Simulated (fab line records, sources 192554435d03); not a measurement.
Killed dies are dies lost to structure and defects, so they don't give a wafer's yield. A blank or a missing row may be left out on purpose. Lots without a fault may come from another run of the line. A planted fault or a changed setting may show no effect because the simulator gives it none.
Which tool did it? | flow n5_finfet | 24 lots, 72 wafers sampled, at 2 steps of a route of 1938

WHAT THE GAUGES READ, wafer by wafer
N5_BEOL_M0_CUTY_INSPECT_59: inspects for defects (macro). Usual: raw_defect_count 2.2, standard deviation 1.4.
lot  | measured     | on                | raw_defect_count | flag
L074 | day 5 19:30  | defect_inspect-02 | 2 1 1            |
L076 | day 6 03:34  | defect_inspect-01 | 1 0 2            |
L075 | day 6 04:57  | defect_inspect-01 | 0 2 3            |
L077 | day 6 16:07  | defect_inspect-02 | 2 2 0            |
L078 | day 7 06:08  | defect_inspect-02 | 3 1 2            |
L079 | day 7 10:50  | defect_inspect-01 | 1 2 3            |
L080 | day 7 11:40  | defect_inspect-01 | 6 4 0            |
L081 | day 8 01:23  | defect_inspect-02 | 2 4 2            |
L082 | day 8 02:00  | defect_inspect-02 | 1 1 2            |
L083 | day 8 02:28  | defect_inspect-02 | 1 3 2            |
L084 | day 8 06:21  | defect_inspect-02 | 1 2 1            |
L085 | day 8 09:35  | defect_inspect-02 | 2 4 4            |
L086 | day 9 01:36  | defect_inspect-01 | 2 3 3            |
L087 | day 9 06:22  | defect_inspect-02 | 1 3 2            |
L088 | day 9 09:22  | defect_inspect-01 | 3 1 1            |
L089 | day 9 10:44  | defect_inspect-02 | 3 4 1            |
L090 | day 9 18:18  | defect_inspect-02 | 2 1 2            |
L091 | day 9 21:03  | defect_inspect-01 | 2 2 3            |
L092 | day 10 02:44 | defect_inspect-01 | 1 0 3            |
L093 | day 10 12:44 | defect_inspect-01 | 1 2 0            |
L094 | day 10 17:53 | defect_inspect-02 | 2 2 5            |
L095 | day 11 01:16 | defect_inspect-01 | 2 2 2            |
L097 | day 11 15:04 | defect_inspect-01 | 1 1 5            |
L096 | day 11 15:37 | defect_inspect-02 | 0 3 2            |

WHICH TOOL RAN EACH LOT (tool, then ch and the chambers of the sampled wafers, then the start)
lot  | N5_BEOL_M0_SAQP_STRIP_75
L074 | rie_diel-03 ch 1,2,3, day 5 19:04
L076 | rie_diel-06 ch 0,1,2, day 6 03:05
L075 | rie_diel-03 ch 1,2,3, day 6 04:31
L077 | rie_diel-05 ch 1,2, day 6 15:40
L078 | rie_diel-06 ch 0,2, day 7 05:41
L079 | rie_diel-03 ch 1,2, day 7 10:31
L080 | rie_diel-05 ch 0,2,3, day 7 11:19
L081 | rie_diel-06 ch 0,2, day 8 01:03
L082 | rie_diel-05 ch 0,1,3, day 8 01:34
L083 | rie_diel-05 ch 2,3, day 8 02:01
L084 | rie_diel-03 ch 0,1,2, day 8 06:02
L085 | rie_diel-05 ch 0,1,2, day 8 09:16
L086 | rie_diel-03 ch 2,3, day 9 01:17
L087 | rie_diel-03 ch 0,1,2, day 9 05:56
L088 | rie_diel-06 ch 0,1, day 9 09:03
L089 | rie_diel-06 ch 0,2,3, day 9 10:17
L090 | rie_diel-05 ch 0,1,3, day 9 17:59
L091 | rie_diel-05 ch 1,2,3, day 9 20:36
L092 | rie_diel-05 ch 0,1,2, day 10 02:17
L093 | rie_diel-05 ch 1,2,3, day 10 12:17
L094 | rie_diel-05 ch 1,2,3, day 10 17:34
L095 | rie_diel-03 ch 0,1,3, day 11 00:56
L097 | rie_diel-03 ch 0,1, day 11 14:44
L096 | rie_diel-05 ch 1,2, day 11 15:17
- N5_BEOL_M0_SAQP_STRIP_75: strips in CF4.

WHAT THE TOOLS THEMSELVES READ (means of the sampled wafers that have a number; where no wafer has one, the mark that the record gives instead)
N5_BEOL_M0_SAQP_STRIP_75. Usual: drypump_motor_current_A 5.5 A, standard deviation 0.4; oes_product_au 0.182 a.u., standard deviation 0.017; rf_vpp_V 271.1 V, standard deviation 1; showerhead_plenum_p_Torr 1.79 Torr, standard deviation 0.036; throttle_valve_pct 13.58 %, standard deviation 0.26.
lot  | tool        | drypump_motor_current_A (A) | oes_product_au (a.u.) | rf_vpp_V (V) | showerhead_plenum_p_Torr (Torr) | throttle_valve_pct (%) | flag
L074 | rie_diel-03 | 5.4                         | 0.180                 | 271.4        | 1.82                            | 13.49                  |
L076 | rie_diel-06 | 5.6                         | 0.172                 | 270.2        | 1.76                            | 13.73                  |
L075 | rie_diel-03 | 5.4                         | 0.181                 | 271.9        | 1.82                            | 13.51                  |
L077 | rie_diel-05 | 5.5                         | 0.194                 | 271.4        | 1.80                            | 13.64                  |
L078 | rie_diel-06 | 5.7                         | 0.179                 | 271.4        | 1.80                            | 13.67                  |
L079 | rie_diel-03 | 5.5                         | 0.176                 | 271.9        | 1.84                            | 13.41                  |
L080 | rie_diel-05 | 5.4                         | 0.179                 | 271.3        | 1.80                            | 13.69                  |
L081 | rie_diel-06 | 5.5                         | 0.174                 | 270.4        | 1.79                            | 13.75                  |
L082 | rie_diel-05 | 5.1                         | 0.178                 | 270.7        | 1.78                            | 13.52                  |
L083 | rie_diel-05 | 5.5                         | 0.184                 | 271.7        | 1.81                            | 13.52                  |
L084 | rie_diel-03 | 5.7                         | 0.190                 | 271.1        | 1.81                            | 13.32                  |
L085 | rie_diel-05 | 5.2                         | 0.181                 | 270.4        | 1.78                            | 13.68                  |
L086 | rie_diel-03 | 5.7                         | 0.171                 | 271.7        | 1.84                            | 13.59                  |
L087 | rie_diel-03 | 5.7                         | 0.189                 | 271.3        | 1.81                            | 13.34                  |
L088 | rie_diel-06 | 5.5                         | 0.182                 | 271.9        | 1.81                            | 13.66                  |
L089 | rie_diel-06 | 5.4                         | 0.190                 | 271.8        | 1.78                            | 13.63                  |
L090 | rie_diel-05 | 5.1                         | 0.178                 | 271.4        | 1.77                            | 13.53                  |
L091 | rie_diel-05 | 5.4                         | 0.187                 | 270.2        | 1.78                            | 13.53                  |
L092 | rie_diel-05 | 5.2                         | 0.179                 | 269.8        | 1.77                            | 13.71                  |
L093 | rie_diel-05 | 5.4                         | 0.184                 | 270.7        | 1.78                            | 13.52                  |
L094 | rie_diel-05 | 5.4                         | 0.184                 | 271.2        | 1.78                            | 13.54                  |
L095 | rie_diel-03 | 5.6                         | 0.185                 | 270.7        | 1.78                            | 13.48                  |
L097 | rie_diel-03 | 5.8                         | 0.198                 | 270.5        | 1.77                            | 13.28                  |
L096 | rie_diel-05 | 5.2                         | 0.189                 | 270.0        | 1.76                            | 13.52                  |

THE ANSWER, worked out from the rows above alone
Rule: a lot is off if the mean of its wafers that have a number lies more than 3 standard deviations from the usual mean. A lot without any number at a reading at which 4 lots or more have one is off too. The other lots that the step has rows for count as sound. The gauges are gone through in route order, then the tools' own readings, and for those a lot's mean is taken as printed above. The first step at which some lot is off is used, and at that step the reading that is off furthest; a lot without a number counts as furthest.
No lot is off at any reading shown: from this, nothing can be told.

WHAT THE SIMULATOR HAD PUT IN
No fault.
